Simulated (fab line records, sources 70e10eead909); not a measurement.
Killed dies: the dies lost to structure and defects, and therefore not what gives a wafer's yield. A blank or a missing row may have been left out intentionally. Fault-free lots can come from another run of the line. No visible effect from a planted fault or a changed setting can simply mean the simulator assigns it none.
fab line records	flow nand-harc
record lots=5	wafers=15	last-day=32
route steps=1302 shown A_CHANNEL_HOLE_D1@457 END@1302
lots that met no fault: taken from a fault-free run of the same line
start-h: hours from the record's opening day to when the first of the lot's shown wafers began	wait-h: hours elapsed since this lot's preceding step	" the same as in the row above	L1.1+2: several wafers, shown together as one row	- no value, or no start given	* or withheld: withheld	< > ~ a bound
route shown NAME@n: NAME is a module with steps in the file, n the number in the route of the first one	usual: mean and standard deviation over wafers with no fault	same: alike in all rows	chamber/n: place in a boat	sites: per-site readings	_std_site: the standard deviation of these	_edge_site: the outer-site mean with the inner-site mean subtracted	radius-mm: how far each site lies from the wafer's centre	mask NAME#n: copy n	behind: the tool/chamber that last shaped the wafer	hold: cause of the lot's hold/its duration in hours/its outcome	device: the n, p or np transistor that did not switch	end of line: the route-end tests of the same wafers	a step without rows: its recipe alone	killed: dies that structure and defects cost at the first sort, which is not the same as the wafer's yield	map: dies across one wafer; x = killed, . = not, _ = none there
set.NAME: the run value of the setting; set.NAME@STEP: its run value at that earlier step	model.NAME: the simulator's own value behind a step, which no gauge read
certain route steps with their lots: each step a table, each wafer a row
services: the hour from which a tool's chamber was out of use, counted from the record's first day as start-h (under 0 if before that day), plus the number of hours and why
## steps
# step NHARC_A_CHANNEL_HOLE_D1_SOFTBAKE_05
# recipe temp-c=105	time-s=55
# step NHARC_A_CHANNEL_HOLE_D1_EBR_06
# step NHARC_A_CHANNEL_HOLE_D1_EXPOSE_07
# recipe na=1.35	target-cd-nm=100	sigma-outer=0.3	dose-mj=59.65	mask-id=HOLE_D1
# step NHARC_A_CHANNEL_HOLE_D1_PEB_08
# recipe peb-temp-c=100	peb-time-s=65
# step NHARC_A_CHANNEL_HOLE_D1_DEVELOP_09
# recipe develop-time-s=35	dev-temp-c=23
# step NHARC_A_CHANNEL_HOLE_D1_CD_MEAS_10
# recipe target-cd-nm=100	landing-energy-ev=500
# usual cd-nm=100.0/0.52
lot.wafer	tool	chamber	start-h	wait-h	cd-nm
L864.2	cd-sem-03	0	185.45	-	100.6
L864.3	"	0	"	"	99.9
L864.4	"	0	"	"	100.5
L869.1	cd-sem-01	0	242.56	-	100.3
L869.2	"	0	"	"	100.6
L869.3	"	0	"	"	100.5
L877.1	cd-sem-03	0	331.90	-	100.3
L877.4	"	0	"	"	100.2
L877.6	"	0	"	"	100.2
L883.2	cd-sem-03	0	376.12	-	99.6
L883.3	"	0	"	"	100.8
L883.6	"	0	"	"	99.1
L885.2	cd-sem-01	0	394.06	-	100.0
L885.3	"	0	"	"	99.9
L885.4	"	0	"	"	100.5
# step NHARC_A_CHANNEL_HOLE_D1_OVL_MEAS_11
# usual overlay-x-nm=0.1/0.78	overlay-y-nm=-0.3/0.65
lot.wafer	tool	chamber	start-h	wait-h	overlay-x-nm	overlay-y-nm
L864.2	overlay-01	-	185.54	-	0.0	-0.2
L864.3	"	-	"	"	0.3	0.2
L864.4	"	-	"	"	0.3	0.1
L869.1	overlay-02	-	242.65	-	-0.1	-0.8
L869.2	"	-	"	"	-0.7	-1.0
L869.3	"	-	"	"	-0.3	-1.1
L877.1	overlay-01	-	331.99	-	0.1	-0.4
L877.4	"	-	"	"	-0.1	-0.1
L877.6	"	-	"	"	-0.6	-0.6
L883.2	overlay-01	-	376.21	-	0.1	0.2
L883.3	"	-	"	"	-0.5	-0.5
L883.6	"	-	"	"	-0.2	0.4
L885.2	overlay-02	-	394.15	-	-0.2	-0.8
L885.3	"	-	"	"	-0.1	-0.5
L885.4	"	-	"	"	0.2	-1.0
# step NHARC_A_CHANNEL_HOLE_D1_INSPECT_12
# usual raw-defect-count=6/3.1
lot.wafer	tool	chamber	start-h	wait-h	raw-defect-count
L864.2	defect-inspect-01	-	185.58	0.0	10
L864.3	"	-	"	"	5
L864.4	"	-	"	"	5
L869.1	defect-inspect-01	-	242.69	0.0	9
L869.2	"	-	"	"	9
L869.3	"	-	"	"	3
L877.1	defect-inspect-02	-	332.02	0.0	7
L877.4	"	-	"	"	9
L877.6	"	-	"	"	5
L883.2	defect-inspect-02	-	376.24	0.0	1
L883.3	"	-	"	"	2
L883.6	"	-	"	"	4
L885.2	defect-inspect-02	-	394.18	0.0	6
L885.3	"	-	"	"	4
L885.4	"	-	"	"	4
# step NHARC_A_CHANNEL_HOLE_D1_DESCUM_15
# recipe time-s=3	o2-flow-sccm=200	ar-flow-sccm=0	bias-power-w=0	chemistry=O2
# usual drypump-motor-current-A=5.9/0.41	mfc-ar-sccm=0.006/0.0092	oes-product-au=0.995/0.0098	rf-vpp-V=57.8/0.85	showerhead-plenum-p-Torr=1.88/0.088	throttle-valve-pct=11.310/0.0088
lot.wafer	tool	chamber	start-h	wait-h	drypump-motor-current-A	mfc-ar-sccm	oes-product-au	rf-hours-counter-h	rf-vpp-V	showerhead-plenum-p-Torr	throttle-valve-pct
L864.4	rie-diel-08	3	185.64	0.1	6.4	0.021	1.015	12	57.8	2.06	11.305
L864.2	"	0	"	"	5.5	0	1.005	13	57.5	1.79	11.315
L864.3	"	2	"	"	5.6	0	1.006	12	57.9	1.90	11.305
L869.2	rie-diel-08	2	242.75	0.1	5.6	0	1.003	4	56.7	1.90	11.315
L869.1	"	3	"	"	6.4	0.021	0.985	3	58.8	2.05	11.309
L869.3	"	1	"	"	6.2	0	0.999	4	57.2	1.84	11.312
L877.1	rie-diel-08	1	332.10	0.1	6.2	0	0.993	12	57.6	1.84	11.316
L877.4	"	1	"	"	6.2	0	0.989	-	58.2	1.84	11.320
L877.6	"	1	"	"	6.2	0	0.985	-	56.6	1.84	11.311
L883.2	rie-diel-05	0	376.31	0.1	6.7	0	1.003	39	56.5	1.80	11.305
L883.3	"	3	"	"	5.8	0.004	0.995	39	57.7	1.80	11.301
L883.6	"	0	"	"	6.7	0	1.007	-	58.6	1.80	11.285
L885.2	rie-diel-05	1	394.24	0.1	5.3	0.016	0.996	46	58.0	1.83	11.319
L885.4	"	3	"	"	5.7	0.004	0.986	45	57.1	1.80	11.315
L885.3	"	0	"	"	6.7	0	1.005	46	56.6	1.80	11.307
# step NHARC_A_CHANNEL_HOLE_D1_ETCH_38
# recipe target-depth-a=390	over-etch-frac=0.3	time-s=65	ion-energy-ev=80	cf4-flow-sccm=150	ar-flow-sccm=0	rf-w=300	bias-w=100	chemistry=CF4
# usual bias-w=99.99/0.3	drypump-motor-current-A=5.9/0.42	mfc-ar-sccm=0.006/0.009	oes-product-au=0.996/0.0088	rf-vpp-V=150.9/1.3	run-length-s=86.4/0.39	showerhead-plenum-p-Torr=1.74/0.076	throttle-valve-pct=13.284/0.0097
lot.wafer	tool	chamber	start-h	wait-h	bias-w	drypump-motor-current-A	mfc-ar-sccm	oes-product-au	rf-hours-counter-h	rf-vpp-V	run-length-s	showerhead-plenum-p-Torr	throttle-valve-pct
L864.4	rie-diel-08	1	185.73	0.1	100.04	6.2	0	1.013	13	149.0	86.7	1.71	13.277
L864.2	"	2	"	"	100.14	5.6	0	1.018	12	150.4	85.8	1.76	13.287
L864.3	"	0	"	"	99.95	5.5	0	1.009	13	148.5	86.5	1.66	13.287
L869.1	rie-diel-08	3	242.84	0.1	100.02	6.4	0.021	0.991	3	153.0	86.1	1.89	13.282
L869.3	"	1	"	"	99.95	6.2	0	1.008	4	151.6	86.9	1.71	13.271
L869.2	"	2	"	"	100.51	5.6	0	0.992	4	149.2	85.9	1.76	13.284
L877.1	rie-diel-08	1	332.50	0.4	100.26	6.2	0	1.005	12	152.0	87.2	1.71	13.285
L877.4	"	0	"	"	100.38	5.5	0	0.994	-	150.0	86.0	1.66	13.291
L877.6	"	1	"	"	100.27	6.2	0	0.995	-	150.1	86.9	1.71	13.296
L883.3	rie-diel-05	1	376.39	0.1	99.94	5.3	0.016	1.001	39	149.5	86.4	1.70	13.286
L883.2	"	0	"	"	100.14	6.7	0	1.000	39	149.5	86.4	1.67	13.293
L883.6	"	1	"	"	100.02	5.3	0.016	0.999	-	151.2	86.8	1.70	13.288
L885.4	rie-diel-05	3	394.33	0.1	100.21	5.8	0.004	0.999	45	149.6	86.4	1.67	13.290
L885.2	"	0	"	"	99.55	6.7	0	1.004	46	150.9	86.6	1.67	13.278
L885.3	"	1	"	"	99.97	5.3	0.016	1.015	46	150.2	86.6	1.70	13.294
# step NHARC_A_CHANNEL_HOLE_D1_ETCH_39
# recipe target-depth-a=2600	over-etch-frac=0.3	time-s=325	ion-energy-ev=200	n2-flow-sccm=150	h2-flow-sccm=150	ar-flow-sccm=0	rf-w=400	bias-w=150	chemistry=N2/H2
# usual bias-w=150.1/0.45	drypump-motor-current-A=5.9/0.42	mfc-ar-sccm=0.005/0.0088	oes-product-au=0.995/0.009	rf-vpp-V=429.2/2.9	run-length-s=346.4/0.41	showerhead-plenum-p-Torr=2.00/0.095	throttle-valve-pct=14.171/0.01
lot.wafer	tool	chamber	start-h	wait-h	bias-w	drypump-motor-current-A	mfc-ar-sccm	oes-product-au	rf-hours-counter-h	rf-vpp-V	run-length-s	showerhead-plenum-p-Torr	throttle-valve-pct
L864.2	rie-diel-08	3	-	-	150.3	6.3	0.021	1.018	12	433.9	345.8	2.20	14.166
L864.4	"	1	"	"	150.2	6.1	0	1.009	13	428.3	346.7	1.97	14.168
L864.3	"	2	"	"	150.8	5.6	0	1.022	12	431.3	345.7	2.02	14.166
L869.3	rie-diel-08	2	-	-	149.5	5.6	0	0.996	4	431.3	346.5	2.02	14.171
L869.2	"	3	"	"	149.9	6.3	0.021	0.985	3	434.6	346.4	2.19	14.192
L869.1	"	0	"	"	150.7	5.5	0	0.999	4	424.8	346.1	1.90	14.178
L877.1	rie-diel-08	1	332.68	0.2	149.8	6.2	0	0.990	12	429.4	347.1	1.96	14.174
L877.4	"	1	"	"	150.2	6.2	0	0.982	-	427.1	346.8	1.96	14.169
L877.6	"	0	"	"	149.1	5.5	0	0.993	-	424.6	346.5	1.90	14.159
L883.2	rie-diel-05	3	-	-	149.8	5.7	0.004	0.994	39	428.6	346.3	1.92	14.194
L883.3	"	0	"	"	150.1	6.7	0	1.007	40	427.8	346.3	1.92	14.168
L883.6	"	1	"	"	149.1	5.3	0.016	1.006	-	426.7	346.5	1.95	14.164
L885.4	rie-diel-05	3	-	-	149.6	5.8	0.004	0.997	45	426.1	346.4	1.92	14.184
L885.3	"	0	"	"	150.1	6.7	0	1.002	46	426.6	346.2	1.91	14.168
L885.2	"	1	"	"	150.1	5.3	0.016	0.996	46	428.6	346.4	1.95	14.185
# step NHARC_A_CHANNEL_HOLE_D1_ETCH_34
# recipe target-depth-a=1540	time-s=77	cf4-flow-sccm=100	chf3-flow-sccm=30	ar-flow-sccm=0	rf-w=500	bias-w=200	chemistry=CF4/CHF3
# usual bias-w=200.1/0.62	drypump-motor-current-A=5.9/0.41	mfc-ar-sccm=0.006/0.0092	oes-product-au=0.939/0.024	rf-vpp-V=369.9/2.4	run-length-s=98.4/0.39	showerhead-plenum-p-Torr=1.55/0.068	throttle-valve-pct=16.803/0.0089
lot.wafer	tool	chamber	start-h	wait-h	bias-w	drypump-motor-current-A	mfc-ar-sccm	oes-product-au	rf-hours-counter-h	rf-vpp-V	run-length-s	showerhead-plenum-p-Torr	throttle-valve-pct
L864.2	rie-diel-08	3	-	-	201.1	6.3	0.021	0.953	12	375.2	97.9	1.68	16.802
L864.3	"	0	"	"	200.0	5.5	0	0.933	13	367.2	98.1	1.48	16.801
L864.4	"	1	"	"	200.7	6.2	0	0.944	13	367.9	99.2	1.52	16.808
L869.3	rie-diel-08	3	-	-	199.5	6.4	0.021	0.950	4	374.2	98.1	1.68	16.788
L869.2	"	0	"	"	200.2	5.5	0	0.977	4	368.7	98.4	1.48	16.810
L869.1	"	1	"	"	199.8	6.2	0	0.977	4	368.1	99.3	1.52	16.799
L877.1	rie-diel-08	2	-	-	200.8	5.6	0	0.917	10	371.2	98.0	1.56	16.796
L877.6	"	1	"	"	199.4	6.2	0	0.911	-	368.7	98.7	1.52	16.807
L877.4	"	2	"	"	199.4	5.6	0	0.919	-	368.9	98.3	1.56	16.798
L883.3	rie-diel-05	2	-	-	199.7	6.3	0.004	0.971	41	371.2	98.5	1.60	16.799
L883.2	"	3	"	"	200.6	5.8	0.004	0.961	39	368.3	98.6	1.49	16.785
L883.6	"	1	"	"	198.6	5.3	0.016	0.965	-	368.2	98.5	1.51	16.802
L885.2	rie-diel-05	2	-	-	200.2	6.2	0.004	0.923	46	371.3	98.4	1.60	16.818
L885.3	"	3	"	"	200.3	5.8	0.004	0.918	45	366.8	98.5	1.49	16.795
L885.4	"	0	"	"	200.3	6.7	0	0.929	46	366.9	98.3	1.48	16.815
# step NHARC_A_CHANNEL_HOLE_D1_ETCH_16
# recipe target-depth-a=31000	over-etch-frac=0.3	time-s=806	ion-energy-ev=150	o2-flow-sccm=400	cos-flow-sccm=20	ar-flow-sccm=0	rf-w=500	bias-w=300	chemistry=O2/COS
# usual bias-w=300.0/0.84	drypump-motor-current-A=5.9/0.41	mfc-ar-sccm=0.005/0.0084	oes-product-au=0.995/0.0093	rf-vpp-V=313.2/2.1	run-length-s=827.4/0.42	showerhead-plenum-p-Torr=3.06/0.13	throttle-valve-pct=28.331/0.0097
lot.wafer	tool	chamber	start-h	wait-h	bias-w	drypump-motor-current-A	mfc-ar-sccm	oes-product-au	rf-hours-counter-h	rf-vpp-V	run-length-s	showerhead-plenum-p-Torr	throttle-valve-pct
L864.3	rie-diel-08	1	186.52	-	301.9	6.2	0	1.013	14	312.5	828.5	3.02	28.315
L864.4	"	2	"	"	300.7	5.6	0	0.997	12	313.9	827.3	3.10	28.328
L864.2	"	3	"	"	301.1	6.3	0.021	1.016	13	316.4	827.5	3.34	28.326
L869.2	rie-diel-08	3	243.28	-	299.0	6.3	0.021	0.985	4	318.6	826.9	3.34	28.340
L869.1	"	0	"	"	299.9	5.5	0	0.996	4	312.1	828.0	2.93	28.337
L869.3	"	2	"	"	300.0	5.6	0	0.995	4	313.8	826.7	3.10	28.348
L877.1	rie-diel-08	0	333.75	-	300.8	5.5	0	1.000	13	311.4	827.4	2.93	28.340
L877.4	"	1	"	"	-	6.2	0	0.985	-	313.0	589.7	3.01	28.333
L877.6	"	2	"	"	300.0	5.6	0	0.991	-	314.3	827.0	3.10	28.349
L883.2	rie-diel-05	2	376.83	-	300.3	6.2	0.004	0.984	41	314.9	827.7	3.18	28.338
L883.3	"	3	"	"	300.0	5.7	0.004	0.988	39	311.4	827.5	2.95	28.342
L883.6	"	2	"	"	299.9	6.2	0.004	0.978	-	315.6	827.7	3.18	28.344
L885.2	rie-diel-05	1	394.87	-	298.3	5.3	0.016	0.999	46	312.1	827.7	2.99	28.339
L885.4	"	2	"	"	300.4	6.2	0.004	0.985	46	315.9	827.6	3.18	28.318
L885.3	"	3	"	"	300.7	5.8	0.004	1.002	45	312.5	827.4	2.95	28.336
# step NHARC_A_CHANNEL_HOLE_D1_CD_MEAS_18
# usual cd-nm=99.6/2
lot.wafer	tool	chamber	start-h	wait-h	cd-nm
L864.2	cd-sem-02	-	187.04	-	99.5
L864.3	"	-	"	"	97.4
L864.4	"	-	"	"	96.4
L869.1	cd-sem-03	-	243.85	-	101.2
L869.2	"	-	"	"	102.7
L869.3	"	-	"	"	102.5
L877.1	cd-sem-03	-	334.45	-	99.5
L877.4	"	-	"	"	97.5
L877.6	"	-	"	"	97.9
L883.2	cd-sem-01	-	377.43	-	98.0
L883.3	"	-	"	"	99.9
L883.6	"	-	"	"	100.7
L885.2	cd-sem-01	-	395.39	-	102.9
L885.3	"	-	"	"	101.4
L885.4	"	-	"	"	101.5
# step NHARC_END_SORT_01
# recipe temp-c=25
# usual killed-at-array=62/15	killed-at-other=0.8/1	killed-at-periphery=3.7/2.6	killed-dies=66/15	killed-open=3.1/1.8	killed-short=2.6/1.7
# same gross-dies=677
lot.wafer	tool	chamber	start-h	wait-h	hold	killed-at-array	killed-at-other	killed-at-periphery	killed-dies	killed-open	killed-short
L864.2	prober-01	0	558.67	2.8	-	49	0	4	53	4	4
L864.3	prober-01	0	559.46	3.1	-	70	1	1	72	3	8
L864.4	prober-01	0	560.26	3.4	-	55	0	0	55	3	4
L869.1	prober-02	0	647.49	2.5	-	78	2	0	80	1	1
L869.2	prober-02	0	648.28	2.8	-	82	1	8	91	3	2
L869.3	prober-02	0	649.07	3.1	-	77	1	2	80	1	2
L877.1	prober-01	0	732.65	2.5	await-dispo/6.1h/release	64	1	3	68	0	2
L877.4	prober-01	0	735.03	3.4	await-dispo/6.1h/release	671	0	6	677	2	2
L877.6	prober-01	0	736.63	4.0	await-dispo/6.1h/release	55	1	2	58	1	0
L883.2	prober-01	0	748.34	2.8	-	76	1	1	78	1	2
L883.3	prober-01	0	749.14	3.1	-	76	2	2	80	1	4
L883.6	prober-01	0	751.53	4.0	-	81	0	1	82	2	3
L885.2	prober-01	0	776.01	2.8	-	58	0	7	65	3	3
L885.3	prober-01	0	776.81	3.1	-	45	1	7	53	3	2
L885.4	prober-01	0	777.62	3.4	-	47	0	3	50	3	2
# killed by level:class
L864.2 A_CHANNEL_HOLE_D1:chamber-film-flake=26 A_CHANNEL_HOLE_D2:chamber-film-flake=11 A_CONTACT:chamber-film-flake=3 A_STAIRCASE:chamber-film-flake=2 P_CONTACT:geometric-particle:short=1 P_CONTACT:geometric-particle:open=1 P_M0:geometric-particle:short=1 A_ONON_D2:geometric-particle:open=1
L864.3 A_CHANNEL_HOLE_D1:chamber-film-flake=39 A_CHANNEL_HOLE_D2:chamber-film-flake=7 A_STAIRCASE:chamber-film-flake=6 A_CONTACT:chamber-film-flake=4 A_WL_FILL:chamber-film-flake=3 A_ONON_D1:geometric-particle:short=2 A_CHANNEL_FILL_D2:geometric-particle:open=2 A_ONON_D2:geometric-particle:short=1
L864.4 A_CHANNEL_HOLE_D1:chamber-film-flake=24 A_STAIRCASE:chamber-film-flake=10 A_CHANNEL_HOLE_D2:chamber-film-flake=9 A_CHANNEL_FILL_D1:chamber-film-flake=3 A_CHANNEL_FILL_D1:geometric-particle:short=1 A_ONON_D2:geometric-particle:short=1 A_ONON_D2:geometric-particle:open=1 A_CHANNEL_HOLE_D2:geometric-particle:short=1
L869.1 A_SLIT:chamber-film-flake=36 A_CHANNEL_HOLE_D2:chamber-film-flake=33 A_STAIRCASE:chamber-film-flake=4 A_M0:chamber-film-flake=2 THIN_TSV:chamber-film-flake=2 A_CHANNEL_FILL_D1:geometric-particle:short=1 A_ONON_D2:geometric-particle:open=1 A_CONTACT:chamber-film-flake=1
L869.2 A_CHANNEL_HOLE_D2:chamber-film-flake=36 A_SLIT:chamber-film-flake=33 A_M0:chamber-film-flake=4 P_GATE:chamber-film-flake=3 A_CONTACT:chamber-film-flake=3 A_STAIRCASE:chamber-film-flake=2 P_CONTACT:geometric-particle:short=1 P_M0:geometric-particle:short=1
L869.3 A_CHANNEL_HOLE_D2:chamber-film-flake=32 A_SLIT:chamber-film-flake=30 A_CHANNEL_HOLE_D1:chamber-film-flake=5 A_STAIRCASE:chamber-film-flake=3 A_CONTACT:chamber-film-flake=3 P_M0:geometric-particle:short=1 A_CHANNEL_FILL_D1:geometric-particle:short=1 A_ONON_D2:geometric-particle:open=1
L877.1 A_SLIT:chamber-film-flake=20 A_CHANNEL_HOLE_D2:chamber-film-flake=16 A_CHANNEL_HOLE_D1:chamber-film-flake=10 A_STAIRCASE:chamber-film-flake=7 A_CONTACT:chamber-film-flake=5 P_BONDPAD:chamber-film-flake=2 A_CHANNEL_FILL_D2:chamber-film-flake=2 A_CHANNEL_FILL_D2:geometric-particle:short=1
L877.4 A_CHANNEL_HOLE_D1:area-etch=613 A_SLIT:chamber-film-flake=23 A_CHANNEL_HOLE_D2:chamber-film-flake=19 A_CHANNEL_HOLE_D1:chamber-film-flake=7 P_BONDPAD:chamber-film-flake=4 A_CONTACT:chamber-film-flake=4 A_STAIRCASE:chamber-film-flake=2 P_GATE:geometric-particle:short=1
L877.6 A_SLIT:chamber-film-flake=25 A_CHANNEL_HOLE_D2:chamber-film-flake=16 A_CHANNEL_HOLE_D1:chamber-film-flake=7 A_CONTACT:chamber-film-flake=5 P_GATE:geometric-particle:open=1 P_BONDPAD:chamber-film-flake=1 A_DECK1_JOINT:chamber-film-flake=1 A_STAIRCASE:chamber-film-flake=1
L883.2 A_SLIT:chamber-film-flake=30 A_CHANNEL_HOLE_D2:chamber-film-flake=16 A_CHANNEL_HOLE_D1:chamber-film-flake=13 A_WL_FILL:chamber-film-flake=4 A_CHANNEL_FILL_D1:chamber-film-flake=3 A_CONTACT:chamber-film-flake=3 A_CHANNEL_HOLE_D2:geometric-particle:short=2 A_STAIRCASE:chamber-film-flake=2
L883.3 A_SLIT:chamber-film-flake=23 A_CHANNEL_HOLE_D1:chamber-film-flake=20 A_CHANNEL_HOLE_D2:chamber-film-flake=18 A_STAIRCASE:chamber-film-flake=5 A_DECK1_JOINT:geometric-particle:short=2 A_CHANNEL_FILL_D1:chamber-film-flake=2 A_WL_FILL:chamber-film-flake=2 THIN_TSV:chamber-film-flake=2
L883.6 A_SLIT:chamber-film-flake=31 A_CHANNEL_HOLE_D2:chamber-film-flake=19 A_CHANNEL_HOLE_D1:chamber-film-flake=16 A_STAIRCASE:chamber-film-flake=5 A_WL_FILL:chamber-film-flake=3 A_ONON_D1:geometric-particle:open=1 A_DECK1_JOINT:geometric-particle:open=1 A_CHANNEL_HOLE_D2:geometric-particle:short=1
L885.2 A_SLIT:chamber-film-flake=41 A_STAIRCASE:chamber-film-flake=5 P_GATE:chamber-film-flake=4 A_DECK1_JOINT:geometric-particle:short=2 P_ZERO_WELL:chamber-film-flake=2 A_CHANNEL_HOLE_D1:chamber-film-flake=2 A_CONTACT:chamber-film-flake=2 A_CHANNEL_FILL_D2:geometric-particle:short=1
L885.3 A_SLIT:chamber-film-flake=34 P_STI:chamber-film-flake=4 A_CHANNEL_HOLE_D1:chamber-film-flake=4 P_GATE:chamber-film-flake=2 P_M0:geometric-particle:short=1 A_CHANNEL_FILL_D1:geometric-particle:open=1 A_DECK1_JOINT:geometric-particle:open=1 A_SGD_CUT:geometric-particle:short=1
L885.4 A_SLIT:chamber-film-flake=31 A_CHANNEL_HOLE_D1:unspecified=4 A_CHANNEL_HOLE_D1:chamber-film-flake=4 P_GATE:chamber-film-flake=2 A_STAIRCASE:chamber-film-flake=2 A_CHANNEL_HOLE_D1:geometric-particle:open=1 A_CHANNEL_FILL_D1:geometric-particle:open=1 A_CHANNEL_FILL_D1:geometric-particle:short=1
# map L877.4 (x killed, . not)
____________x____________
_________xxxxxxx_________
_______xxxxxxxxxxx_______
______xxxxxxxxxxxxx______
_____xxxxxxxxxxxxxxx_____
____xxxxxxxxxxxxxxxxx____
____xxxxxxxxxxxxxxxxx____
___xxxxxxxxxxxxxxxxxxx___
___xxxxxxxxxxxxxxxxxxx___
__xxxxxxxxxxxxxxxxxxxxx__
__xxxxxxxxxxxxxxxxxxxxx__
_xxxxxxxxxxxxxxxxxxxxxxx_
_xxxxxxxxxxxxxxxxxxxxxxx_
_xxxxxxxxxxxxxxxxxxxxxxx_
_xxxxxxxxxxxxxxxxxxxxxxx_
_xxxxxxxxxxxxxxxxxxxxxxx_
xxxxxxxxxxxxxxxxxxxxxxxxx
xxxxxxxxxxxxxxxxxxxxxxxxx
xxxxxxxxxxxxxxxxxxxxxxxxx
xxxxxxxxxxxxxxxxxxxxxxxxx
xxxxxxxxxxxxxxxxxxxxxxxxx
_xxxxxxxxxxxxxxxxxxxxxxx_
_xxxxxxxxxxxxxxxxxxxxxxx_
_xxxxxxxxxxxxxxxxxxxxxxx_
_xxxxxxxxxxxxxxxxxxxxxxx_
_xxxxxxxxxxxxxxxxxxxxxxx_
__xxxxxxxxxxxxxxxxxxxxx__
__xxxxxxxxxxxxxxxxxxxxx__
___xxxxxxxxxxxxxxxxxxx___
___xxxxxxxxxxxxxxxxxxx___
____xxxxxxxxxxxxxxxxx____
____xxxxxxxxxxxxxxxxx____
_____xxxxxxxxxxxxxxx_____
______xxxxxxxxxxxxx______
_______xxxxxxxxxxx_______
_________xxxxxxx_________
____________x____________
# map L869.2 (x killed, . not)
____________.____________
_________.....x._________
_______..........._______
______.............______
_____....x.........._____
____.................____
____.................____
___..x.x..............___
___..xx...............___
__.xx.x..x.............__
__.xxx.x....x..........__
_...xxxx................_
_..xxxxx................_
_...xxx.xx.........x.x.._
_....xxx.........x..x..x_
_.xxxx.x.......x...xx.x._
...x.x............xxxx...
x.x.............x.xxxxx..
x................xxxx.x..
.x...............x.xxx..x
..................xxxx.xx
_..................x...._
_.......x...........x..._
_..................x...._
_......x............x..._
_....................x.._
__................x....__
__.x......x............__
___...................___
___...............x...___
____.............x...____
____.................____
_____.........x....._____
______.............______
_______..........._______
_________......._________
____________.____________
## services
tool	chamber	start-h	hours	kind
rie-diel-08	0	169.98	-	clean
rie-diel-08	1	169.98	-	clean
rie-diel-08	2	169.98	-	clean
rie-diel-08	3	169.98	-	clean
rie-diel-05	0	174.01	4.1	repair
rie-diel-05	0	185.82	1.2	repair
rie-diel-08	-	190.80	9.0	pm
rie-diel-08	0	190.80	9.0	vent-cycle
rie-diel-08	1	190.80	9.0	vent-cycle
rie-diel-08	2	190.80	9.0	vent-cycle
rie-diel-05	-	229.66	9.0	pm
rie-diel-08	-	235.63	0.2	repair
rie-diel-05	3	264.60	8.2	repair
rie-diel-08	-	267.18	4.9	repair
rie-diel-08	1	282.07	4.5	repair
rie-diel-05	-	296.14	1.3	repair
rie-diel-05	-	313.51	12.1	repair
rie-diel-08	2	317.57	15.8	repair
rie-diel-08	3	318.71	36.2	repair
rie-diel-08	0	351.33	5.7	repair
rie-diel-08	-	367.80	9.0	pm
rie-diel-05	-	379.33	0.6	repair
rie-diel-08	3	381.38	3.0	repair
rie-diel-05	2	387.19	2.6	repair
## key
first-sign step=NHARC_A_CHANNEL_HOLE_D1_ETCH_16	reading=run-length-s	direction=down	sigmas=99+	usual=*	struck=*
effect step=NHARC_END_SORT_01	reading=killed-at-array	direction=up	sigmas=40	usual=62	struck=671
more-kills-born-at NHARC_A_CHANNEL_HOLE_D1_ETCH_16@rie-diel-08=613
met-at NHARC_A_CHANNEL_HOLE_D1_ETCH_16
struck-wafers L877.4
later-rows-left-out L877.4
tester-left-out L877
onset-between 243.28 333.75
fault kind=process-parameter-drift	tool=rie-diel-08	chamber=-	onset-h=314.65	steps=NHARC_A_CHANNEL_HOLE_D1_ETCH_16	channel=time-s	offset=*	shape=step	end-h=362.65	scope=struck-wafers-only	acts-in=*	stated=*
# tester-left-out: of these lots the tester's yield and bins aren't shown, on N5 and GAA mostly nor the transistor test; their killed dies are dies lost to structure and defects alone, not to doping, threshold or leakage, so they don't give the yield
# later-rows-left-out: the simulator's readings of these wafers behind a module that went badly wrong aren't trusted and aren't shown, but for the sort
